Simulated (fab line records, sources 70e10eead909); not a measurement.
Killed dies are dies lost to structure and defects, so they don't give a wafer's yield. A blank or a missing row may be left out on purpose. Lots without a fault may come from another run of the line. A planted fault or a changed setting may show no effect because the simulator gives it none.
One fault seen from 2 desks | flow nand_harc | each desk has only its own numbers; what lay behind them comes last

THE TOOL OWNER'S DESK: pecvd-04
The tool's own readings at NHARC_A_CONTACT_DEP_85 (deposits SiON, target thk 60 nm): means of the sampled wafers that have a number, for each lot that ran on this tool. A lot is out of limits, marked OUT, if its mean lies more than 4 standard deviations from the usual mean; the brackets give that distance.
Columns: A = heater_power_w at NHARC_A_CONTACT_DEP_85, usual 750 W
lot  | first seen here | A
L380 | day 24 20:14    | 760
L382 | day 26 16:16    | 732
L384 | day 26 23:35    | 757
L385 | day 27 22:02    | 689
L391 | day 29 09:03    | 747
L394 | day 30 14:13    | 652
This desk's finding: nothing out of limits on any of the 6 lots.

THE DEFECT DESK
What the inspections along the route counted, lot by lot: means of the sampled wafers that have a number. A lot is out of limits, marked OUT, if its mean lies more than 4 standard deviations from the usual mean; the brackets give that distance.
Columns: A = raw_defect_count at NHARC_A_CONTACT_INSPECT_10, usual 84
lot  | first seen here | A
L374 | day 23 04:14    | 44
L375 | day 23 13:25    | 51
L377 | day 23 19:19    | 56
L376 | day 23 19:51    | 129
L379 | day 24 17:47    | 67
L380 | day 24 20:55    | 69
L382 | day 26 17:05    | 94
L383 | day 26 22:45    | 60
L384 | day 27 00:24    | 135
L385 | day 27 22:41    | 94
L391 | day 29 09:43    | 431 (+12) OUT
L394 | day 30 14:56    | 487 (+14) OUT
L396 | day 31 17:23    | 89
This desk's finding: out of limits on L391, L394; first on L391, day 29 09:43 (raw_defect_count at NHARC_A_CONTACT_INSPECT_10). In limits: L374, L375, L377, L376, L379, L380, L382, L383, L384, L385, L396.

PUT TOGETHER
The defect desk could have raised an alarm at day 29 09:43, on L391, L394.
The tool owner's desk saw nothing out of limits.
The tool owner's desk has L391, L394 on record, within its limits.
Of the lots named, all ran NHARC_A_CONTACT_DEP_85 on pecvd-04.

WHAT THE SIMULATOR HAD PUT IN
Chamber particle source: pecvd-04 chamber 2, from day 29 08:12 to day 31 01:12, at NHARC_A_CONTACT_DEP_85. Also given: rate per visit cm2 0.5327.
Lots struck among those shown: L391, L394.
Hours from the fault's start to each desk's first reading out of limits: the defect desk, 2.
